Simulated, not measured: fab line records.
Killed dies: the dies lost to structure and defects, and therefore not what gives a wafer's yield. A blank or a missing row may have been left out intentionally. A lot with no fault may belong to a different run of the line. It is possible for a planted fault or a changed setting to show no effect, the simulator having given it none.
fab line records ; flow nandHarc
record lots=12; wafers=36; lastDay=25
route steps=1159 shown A_STAIRCASE@614 END@1159
lots that met no fault: from a run of the same line without faults
startH: the number of hours between the record's first day and the start of the first shown wafer of the lot ; waitH: hours elapsed since this lot's preceding step ; " repeats the value in the row above ; L1.1+2: a row that stands for several wafers ; - no value, or no start was given ; * or withheld: withheld ; < > ~ a bound
route shown NAME@n: names a module that has steps shown in the file, with the first one's number in the route ; usual: mean/standard deviation taken from wafers without a fault ; same: alike in all rows ; chamber/n: place in a boat ; sites: readings site by site ; _std_site: the standard deviation of these ; _edge_site: mean of outer sites minus mean of inner sites ; radiusMm: for every site, how far away it sits from the centre of the wafer ; mask NAME#n: copy n ; behind: the tool/chamber that last shaped the wafer ; hold: why the lot went on hold/how many hours it stayed there/how the hold came to an end ; device: transistor that didn't switch, given as n, p or np ; end of line: at the end of the route, the tests of the same wafers ; a step with no rows: only its recipe ; killed: at the first sort, the dies lost to defects and structure; wafer yield is something else ; map: per-die view of a wafer (x killed, . not killed, _ where there is no die)
set.NAME: setting as actually run; set.NAME@STEP: the setting as run at that earlier step ; model.NAME: the simulator's own value behind a step, which no gauge read
steps of the route over a sample of lots; a table a step, a row a wafer
services: a tool's chamber out of use, with start hour (startH, from the record's first day; less than 0 if before it), hours out, and reason
## steps
# step NHARC_A_STAIRCASE_TRIM_220
# recipe timeS=211.2; o2FlowSccm=500; arFlowSccm=0; biasW=0; chemistry=O2
# usual drypumpMotorCurrentA=6.1/0.37; oesProductAu=0.999/0.011; rfVppV=57.9/0.89; showerheadPlenumPTorr=3.55/0.15; throttleValvePct=17.037/0.0087
lot.wafer;tool;chamber;startH;waitH;drypumpMotorCurrentA;oesProductAu;rfHoursCounterH;rfVppV;showerheadPlenumPTorr;throttleValvePct
L770.3;rieDiel-06;3;239.93;0.1;5.7;1.004;66;57.2;3.61;17.047
L770.1;rieDiel-06;2;239.93;0.1;6.4;1.004;65;57.7;3.60;17.043
L770.6;rieDiel-06;0;239.93;0.1;6.3;1.004;-;56.6;3.37;17.027
L771.4;rieDiel-07;3;260.58;0.1;5.4;0.988;10;58.8;3.69;17.038
L771.2;rieDiel-07;1;260.58;0.1;5.5;1.020;10;56.8;3.50;17.029
L771.6;rieDiel-07;2;260.58;0.1;6.0;1.011;-;58.1;3.76;17.039
L772.4;rieDiel-02;2;263.11;0.1;6.3;0.992;43;56.4;3.61;17.035
L772.2;rieDiel-02;0;263.11;0.1;5.7;0.981;44;56.5;3.27;17.038
L772.5;rieDiel-02;1;263.11;0.1;6.7;1.002;-;57.8;3.68;17.030
L782.4;rieDiel-06;0;329.81;0.1;6.3;1.008;29;57.2;3.36;17.029
L782.3;rieDiel-06;3;329.81;0.1;5.7;0.987;28;58.6;3.59;17.035
L782.5;rieDiel-06;1;329.81;0.1;6.2;1.008;-;56.8;3.50;17.039
L783.1;rieDiel-06;2;332.08;0.1;6.4;0.994;25;56.3;3.58;17.031
L783.3;rieDiel-06;0;332.08;0.1;6.3;1.014;30;58.3;3.36;17.037
L783.6;rieDiel-06;3;332.08;0.1;5.7;1.006;-;57.2;3.59;17.051
L784.3;rieDiel-06;0;337.00;0.1;6.4;1.015;34;59.0;3.35;17.044
L784.5;rieDiel-06;3;337.00;0.1;5.7;1.000;-;57.4;3.59;17.035
L784.6;rieDiel-06;0;337.00;0.1;6.4;1.022;-;55.9;3.35;17.040
L786.4;rieDiel-06;1;350.99;0.1;6.3;1.008;35;57.9;3.50;17.037
L786.3;rieDiel-06;2;350.99;0.1;6.4;0.992;31;58.3;3.58;17.058
L786.1;rieDiel-06;3;350.99;0.1;5.7;1.002;38;57.1;3.59;17.039
L787.1;rieDiel-02;2;355.08;0.1;6.3;0.998;7;58.4;3.59;17.039
L787.3;rieDiel-02;3;355.08;0.1;5.9;1.000;7;59.5;3.80;17.036
L787.6;rieDiel-02;2;355.08;0.1;6.3;0.993;-;58.7;3.59;17.034
L789.1;rieDiel-06;3;368.77;0.1;5.8;0.989;43;57.6;3.58;17.043
L789.3;rieDiel-06;1;368.77;0.1;6.3;1.014;43;58.1;3.49;17.037
L789.5;rieDiel-06;2;368.77;0.1;6.4;0.984;-;58.4;3.58;17.035
L791.1;rieDiel-06;0;374.77;0.1;6.3;0.999;46;57.3;3.35;17.032
L791.5;rieDiel-06;1;374.77;0.1;6.3;1.009;-;56.5;3.49;17.020
L791.6;rieDiel-06;2;374.77;0.1;6.4;0.983;-;58.1;3.58;17.028
L790.1;rieDiel-06;3;379.91;0.1;5.7;1.006;46;56.2;3.58;17.047
L790.2;rieDiel-06;1;379.91;0.1;6.3;1.022;46;57.3;3.49;17.027
L790.3;rieDiel-06;2;379.91;0.1;6.5;0.995;41;57.2;3.57;17.035
L792.2;rieDiel-06;1;397.27;0.6;6.2;1.005;53;56.1;3.49;17.028
L792.3;rieDiel-06;0;397.27;0.6;6.4;1.007;56;59.0;3.34;17.023
L792.5;rieDiel-06;2;397.27;0.6;6.5;0.995;-;58.0;3.57;17.041
# step NHARC_A_STAIRCASE_ETCH_225
# recipe targetDepthA=1000; timeS=40.5; ionEnergyEv=400; c4f8FlowSccm=20; o2FlowSccm=10; arFlowSccm=withheld; rfW=600; biasW=1000; chemistry=C4F8/O2
# usual biasW=999.7/2.7; chamberPressureMTorr=25.000/0.021; oesProductAu=0.942/0.012; rfVppV=897/5.2
lot.wafer;tool;chamber;startH;waitH;biasW;chamberPressureMTorr;oesProductAu;rfHoursCounterH;rfVppV
L770.1;rieDiel-06;2;240.54;-;998.4;25.000;0.959;65;899
L770.3;rieDiel-06;3;240.54;-;1002.1;24.991;0.940;66;899
L770.6;rieDiel-06;3;240.54;-;999.3;25.005;0.940;-;900
L771.4;rieDiel-07;1;261.74;-;995.4;24.986;0.935;11;896
L771.2;rieDiel-07;2;261.74;-;995.7;24.960;0.919;10;904
L771.6;rieDiel-07;1;261.74;-;998.8;24.976;0.947;-;896
L772.2;rieDiel-02;1;263.71;-;1002.9;24.996;0.945;39;901
L772.4;rieDiel-02;0;263.71;-;999.3;24.988;0.948;44;887
L772.5;rieDiel-02;1;263.71;-;1002.1;24.975;0.935;-;902
L782.3;rieDiel-06;0;330.50;-;-;-;-;-;-
L782.4;rieDiel-06;3;330.50;-;-;-;-;-;-
L782.5;rieDiel-06;1;330.50;-;-;-;-;-;-
L783.3;rieDiel-06;0;332.70;-;-;-;-;-;-
L783.1;rieDiel-06;1;332.70;-;-;-;-;-;-
L783.6;rieDiel-06;3;332.70;-;-;-;-;-;-
L784.3;rieDiel-06;1;337.69;-;-;-;-;-;-
L784.5;rieDiel-06;2;337.69;-;-;-;-;-;-
L784.6;rieDiel-06;3;337.69;-;-;-;-;-;-
L786.3;rieDiel-06;0;351.61;-;995.1;24.981;0.949;38;890
L786.1;rieDiel-06;1;351.61;-;1003.6;24.998;0.945;36;895
L786.4;rieDiel-06;2;351.61;-;1001.6;24.979;0.937;31;898
L787.1;rieDiel-02;2;355.85;-;1004.2;24.987;0.933;7;897
L787.3;rieDiel-02;3;355.85;-;995.3;24.998;0.942;7;906
L787.6;rieDiel-02;2;355.85;-;1000.9;25.012;0.935;-;897
L789.1;rieDiel-06;2;369.37;-;996.4;24.955;0.934;38;900
L789.3;rieDiel-06;3;369.37;-;998.8;25.003;0.940;43;898
L789.5;rieDiel-06;1;369.37;-;1003.3;24.994;0.960;-;894
L791.1;rieDiel-06;2;375.34;-;993.8;25.000;0.928;40;899
L791.6;rieDiel-06;1;375.34;-;999.3;25.016;0.960;-;893
L791.5;rieDiel-06;2;375.34;-;1001.5;25.015;0.926;-;897
L790.1;rieDiel-06;1;380.53;-;1000.0;24.986;0.946;46;896
L790.2;rieDiel-06;2;380.53;-;1000.7;24.973;0.926;41;899
L790.3;rieDiel-06;3;380.53;-;1003.9;24.979;0.946;46;898
L792.3;rieDiel-06;1;398.00;-;996.9;24.984;0.951;54;894
L792.2;rieDiel-06;2;398.00;-;996.5;25.008;0.922;48;897
L792.5;rieDiel-06;0;398.00;-;996.3;24.987;0.960;-;888
# step NHARC_A_STAIRCASE_ETCH_230
# recipe targetDepthA=1000; timeS=40.5; ionEnergyEv=400; c4f8FlowSccm=20; o2FlowSccm=10; arFlowSccm=withheld; rfW=600; biasW=1000; chemistry=C4F8/O2
# usual biasW=1000/3.2; chamberPressureMTorr=24.996/0.024; oesProductAu=0.951/0.018; rfVppV=897/5
lot.wafer;tool;chamber;startH;waitH;biasW;chamberPressureMTorr;oesProductAu;rfHoursCounterH;rfVppV
L770.1;rieDiel-06;2;-;-;1001;24.962;0.945;65;897
L770.3;rieDiel-06;0;-;-;1002;24.971;0.939;62;891
L770.6;rieDiel-06;3;-;-;1001;25.047;0.947;-;898
L771.4;rieDiel-06;1;-;-;1002;24.976;0.993;6;895
L771.2;rieDiel-06;2;-;-;999;25.001;0.955;6;897
L771.6;rieDiel-06;0;-;-;1005;24.958;1.001;-;890
L772.4;rieDiel-06;1;-;-;1001;24.997;0.959;7;895
L772.2;rieDiel-06;2;-;-;1001;24.978;0.959;6;897
L772.5;rieDiel-06;3;-;-;1003;24.961;0.962;-;898
L782.4;rieDiel-06;1;-;-;1001;25.004;0.935;29;895
L782.3;rieDiel-06;2;-;-;996;25.005;0.921;24;898
L782.5;rieDiel-06;1;-;-;1001;24.983;0.932;-;896
L783.3;rieDiel-06;2;-;-;1004;25.015;0.932;25;899
L783.1;rieDiel-06;3;-;-;1003;25.028;0.941;30;898
L783.6;rieDiel-06;2;-;-;1006;25.025;0.931;-;899
L784.3;rieDiel-02;3;-;-;1001;25.007;0.961;0;906
L784.5;rieDiel-02;1;-;-;999;25.056;0.983;-;900
L784.6;rieDiel-02;2;-;-;1003;25.026;0.972;-;898
L786.4;rieDiel-06;2;-;-;999;25.004;0.933;32;899
L786.1;rieDiel-06;3;-;-;998;24.963;0.944;38;899
L786.3;rieDiel-06;1;-;-;1004;25.023;0.953;36;895
L787.1;rieDiel-02;2;-;-;999;24.978;0.936;8;899
L787.3;rieDiel-02;3;-;-;998;25.019;0.942;8;905
L787.6;rieDiel-02;2;-;-;1000;24.986;0.941;-;898
L789.1;rieDiel-06;0;-;-;1001;24.954;0.954;45;888
L789.3;rieDiel-06;1;-;-;1003;25.010;0.967;43;895
L789.5;rieDiel-06;3;-;-;1004;24.972;0.951;-;899
L791.1;rieDiel-06;3;-;-;997;24.976;0.946;45;898
L791.6;rieDiel-06;2;-;-;997;24.992;0.943;-;897
L791.5;rieDiel-06;3;-;-;994;24.984;0.939;-;898
L790.1;rieDiel-02;0;-;-;1003;25.003;0.954;4;907
L790.3;rieDiel-02;2;-;-;1006;24.990;0.961;18;899
L790.2;rieDiel-02;3;-;-;1001;24.981;0.980;18;906
L792.2;rieDiel-06;0;-;-;998;24.996;0.947;56;890
L792.3;rieDiel-06;1;-;-;998;24.997;0.962;54;894
L792.5;rieDiel-06;1;-;-;1001;25.030;0.949;-;896
# step NHARC_A_STAIRCASE_TRIM_231
# recipe timeS=211.2; o2FlowSccm=500; arFlowSccm=0; biasW=0; chemistry=O2
# usual drypumpMotorCurrentA=6.1/0.37; oesProductAu=1.002/0.011; rfVppV=57.8/0.77; showerheadPlenumPTorr=3.55/0.15; throttleValvePct=17.037/0.0093
lot.wafer;tool;chamber;startH;waitH;drypumpMotorCurrentA;oesProductAu;rfHoursCounterH;rfVppV;showerheadPlenumPTorr;throttleValvePct
L770.3;rieDiel-02;2;241.22;-;6.3;0.983;34;58.8;3.61;17.036
L770.1;rieDiel-02;3;241.22;-;5.9;1.003;34;58.6;3.29;17.041
L770.6;rieDiel-02;2;241.22;-;6.3;0.988;-;57.3;3.61;17.038
L771.2;rieDiel-06;2;-;-;6.5;0.983;6;58.2;3.60;17.043
L771.4;rieDiel-06;3;-;-;5.7;1.011;5;56.9;3.60;17.032
L771.6;rieDiel-06;1;-;-;6.3;1.019;-;57.9;3.51;17.023
L772.2;rieDiel-06;3;-;-;5.8;1.004;6;58.7;3.60;17.032
L772.4;rieDiel-06;1;-;-;6.2;0.999;7;57.6;3.51;17.040
L772.5;rieDiel-06;2;-;-;6.4;0.984;-;57.3;3.59;17.027
L782.3;rieDiel-06;0;-;-;6.4;1.017;30;57.2;3.36;17.037
L782.4;rieDiel-06;1;-;-;6.2;1.018;29;57.8;3.50;17.034
L782.5;rieDiel-06;2;-;-;6.4;1.000;-;57.2;3.58;17.034
L783.3;rieDiel-06;0;-;-;6.3;1.007;31;59.0;3.36;17.035
L783.1;rieDiel-06;2;-;-;6.5;0.996;25;57.8;3.58;17.044
L783.6;rieDiel-06;0;-;-;6.3;1.018;-;57.7;3.36;17.044
L784.3;rieDiel-02;3;-;-;5.8;0.983;0;58.3;3.81;17.034
L784.5;rieDiel-02;3;-;-;5.8;0.986;-;58.9;3.81;17.040
L784.6;rieDiel-02;1;-;-;6.7;1.014;-;56.5;3.67;17.030
L786.3;rieDiel-06;3;-;-;5.7;1.007;38;57.5;3.59;17.038
L786.1;rieDiel-06;0;-;-;6.4;1.024;38;58.3;3.35;17.024
L786.4;rieDiel-06;1;-;-;6.2;1.022;36;59.8;3.50;17.033
L787.3;rieDiel-02;2;-;-;6.3;0.987;8;58.7;3.59;17.049
L787.1;rieDiel-02;3;-;-;5.8;0.999;8;58.3;3.80;17.041
L787.6;rieDiel-02;3;-;-;5.8;1.001;-;57.6;3.80;17.024
L789.1;rieDiel-06;0;-;-;6.4;1.005;45;57.0;3.35;17.035
L789.3;rieDiel-06;3;-;-;5.7;1.003;43;57.5;3.58;17.023
L789.5;rieDiel-06;0;-;-;6.4;1.021;-;56.9;3.35;17.042
L791.1;rieDiel-06;3;-;-;5.8;1.013;45;57.9;3.58;17.042
L791.5;rieDiel-06;1;-;-;6.3;1.012;-;59.2;3.49;17.025
L791.6;rieDiel-06;2;-;-;6.4;0.987;-;57.4;3.58;17.046
L790.1;rieDiel-02;2;-;-;6.3;1.008;18;58.9;3.58;17.038
L790.2;rieDiel-02;0;-;-;5.7;0.987;4;57.3;3.81;17.033
L790.3;rieDiel-02;1;-;-;6.7;1.009;18;58.6;3.66;17.014
L792.2;rieDiel-06;0;-;-;6.3;1.016;56;58.1;3.34;17.052
L792.3;rieDiel-06;1;-;-;6.3;1.013;54;57.3;3.49;17.023
L792.5;rieDiel-06;1;-;-;6.2;1.006;-;58.6;3.49;17.044
# step NHARC_END_SORT_01
# recipe tempC=25
# usual killedAtArray=26/9; killedAtOther=0.8/1.2; killedAtPeriphery=3.2/2.3; killedDies=30/9.1; killedOpen=3.5/2; killedShort=1.8/1.4
# same grossDies=677
lot.wafer;tool;chamber;startH;waitH;killedAtArray;killedAtOther;killedAtPeriphery;killedDies;killedOpen;killedShort
L782.3;prober-01;0;515.66;3.1;676;0;1;677;3;1
L782.4;prober-01;0;516.46;3.4;676;0;1;677;2;2
L782.5;prober-01;0;517.26;3.7;677;0;0;677;2;1
L783.1;prober-01;0;521.96;2.6;674;1;2;677;4;2
L783.3;prober-01;0;523.55;3.1;675;0;2;677;2;4
L783.6;prober-01;0;525.93;4.0;675;0;2;677;5;1
L784.3;prober-02;0;532.45;3.1;675;0;2;677;7;2
L784.5;prober-02;0;534.07;3.7;671;0;6;677;1;2
L784.6;prober-02;0;534.88;4.1;674;1;2;677;2;3
# killed by level:class
L782.3 A_STAIRCASE:areaEtch=641 A_CHANNEL_HOLE_D1:chamberFilmFlake=13 A_SLIT:chamberFilmFlake=12 A_CONTACT:chamberFilmFlake=5 P_CONTACT:geometricParticle:open=1 A_ONON_D1:geometricParticle:short=1 A_ONON_D1:geometricParticle:open=1 A_CONTACT:geometricParticle:open=1
L782.4 A_STAIRCASE:areaEtch=632 A_CHANNEL_HOLE_D1:chamberFilmFlake=18 A_SLIT:chamberFilmFlake=14 A_CONTACT:chamberFilmFlake=5 A_STAIRCASE:chamberFilmFlake=2 P_CONTACT:geometricParticle:open=1 A_CHANNEL_FILL_D1:geometricParticle:short=1 A_CONTACT:geometricParticle:short=1
L782.5 A_STAIRCASE:areaEtch=638 A_CHANNEL_HOLE_D1:chamberFilmFlake=15 A_SLIT:chamberFilmFlake=13 A_CONTACT:chamberFilmFlake=4 A_CHANNEL_FILL_D1:chamberFilmFlake=3 A_ONON_D1:geometricParticle:short=1 A_CONTACT:geometricParticle:open=1 A_M0:geometricParticle:open=1
L783.1 A_STAIRCASE:areaEtch=632 A_CHANNEL_HOLE_D1:chamberFilmFlake=18 A_SGD_CUT:chamberFilmFlake=10 A_STAIRCASE:chamberFilmFlake=4 A_CONTACT:chamberFilmFlake=4 A_M0:geometricParticle:open=2 A_ONON_D1:geometricParticle:open=1 A_CHANNEL_HOLE_D1:geometricParticle:open=1
L783.3 A_STAIRCASE:areaEtch=637 A_CHANNEL_HOLE_D1:chamberFilmFlake=20 A_SGD_CUT:chamberFilmFlake=6 A_STAIRCASE:chamberFilmFlake=3 A_CONTACT:chamberFilmFlake=3 P_M2:geometricParticle:open=1 A_ONON_D1:geometricParticle:short=1 A_CHANNEL_FILL_D1:geometricParticle:short=1
L783.6 A_STAIRCASE:areaEtch=633 A_CHANNEL_HOLE_D1:chamberFilmFlake=24 A_STAIRCASE:chamberFilmFlake=5 A_SGD_CUT:chamberFilmFlake=5 A_CONTACT:chamberFilmFlake=3 P_STI:geometricParticle:open=2 A_SGD_CUT:geometricParticle:open=2 A_CHANNEL_HOLE_D1:geometricParticle:short=1
L784.3 A_STAIRCASE:areaEtch=660 A_STAIRCASE:chamberFilmFlake=3 A_ZERO_WELL:chamberFilmFlake=2 A_CONTACT:chamberFilmFlake=2 P_GATE:geometricParticle:open=1 P_M0:geometricParticle:open=1 A_CHANNEL_HOLE_D1:geometricParticle:open=1 A_CHANNEL_FILL_D1:geometricParticle:short=1
L784.5 A_STAIRCASE:areaEtch=663 A_CHANNEL_HOLE_D1:chamberFilmFlake=3 P_GATE:chamberFilmFlake=2 A_CONTACT:chamberFilmFlake=2 P_M0:geometricParticle:open=1 P_M0:geometricParticle:short=1 A_M0:geometricParticle:short=1 P_ZERO_WELL:chamberFilmFlake=1
L784.6 A_STAIRCASE:areaEtch=661 A_STAIRCASE:chamberFilmFlake=3 A_CHANNEL_HOLE_D1:chamberFilmFlake=2 A_CONTACT:chamberFilmFlake=2 A_CHANNEL_FILL_D1:geometricParticle:short=1 A_SGD_CUT:geometricParticle:short=1 A_WL_FILL:geometricParticle:open=1 A_M0:geometricParticle:open=1
## services
tool;chamber;startH;hours;kind
rieDiel-06;0;220.33;-;clean
rieDiel-06;1;220.33;-;clean
rieDiel-06;2;220.33;-;clean
rieDiel-06;3;220.33;-;clean
rieDiel-07;-;228.23;9.0;pm
rieDiel-06;-;241.20;9.0;pm
rieDiel-06;0;241.20;9.0;ventCycle
rieDiel-06;1;241.20;9.0;ventCycle
rieDiel-06;2;241.20;9.0;ventCycle
rieDiel-06;3;241.20;9.0;ventCycle
rieDiel-06;0;250.20;-;clean
rieDiel-06;1;250.20;-;clean
rieDiel-06;2;250.20;-;clean
rieDiel-06;3;250.20;-;clean
rieDiel-06;0;274.70;-;clean
rieDiel-06;1;274.70;-;clean
rieDiel-06;2;274.70;-;clean
rieDiel-06;3;274.70;-;clean
rieDiel-07;1;287.55;13.4;repair
rieDiel-06;2;289.33;6.8;repair
rieDiel-02;0;318.79;4.1;repair
rieDiel-02;-;327.76;9.0;pm
rieDiel-06;3;360.12;2.1;repair
rieDiel-07;-;396.21;0.8;repair
## key
firstSign step=NHARC_A_STAIRCASE_ETCH_225; reading=toolRecord; direction=missing
effect step=NHARC_END_SORT_01; reading=killedAtArray; direction=up; sigmas=72; usual=26; struck=675
moreKillsBornAt NHARC_A_STAIRCASE_ETCH_225@rieDiel-06=5796
metAt NHARC_A_STAIRCASE_ETCH_225
struckLots L782,L783,L784
laterRowsLeftOut L782.3,L782.4,L782.5,L783.1,L783.3,L783.6,L784.3,L784.5,L784.6
testerLeftOut L782,L783,L784
notActingAt NHARC_A_STAIRCASE_TRIM_220,NHARC_A_STAIRCASE_ETCH_230,NHARC_A_STAIRCASE_TRIM_231
onsetBetween 240.54 330.50
fault kind=skippedStepWhole; tool=rieDiel-06; chamber=-; onsetH=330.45; steps=NHARC_A_STAIRCASE_ETCH_225; scope=struckLotsOnly
# testerLeftOut: of these lots the tester's yield and bins aren't shown, on N5 and GAA mostly nor the transistor test; their killed dies are dies lost to structure and defects alone, not to doping, threshold or leakage, so they don't give the yield
# laterRowsLeftOut: the simulator's readings of these wafers behind a module that went badly wrong aren't trusted and aren't shown, but for the sort
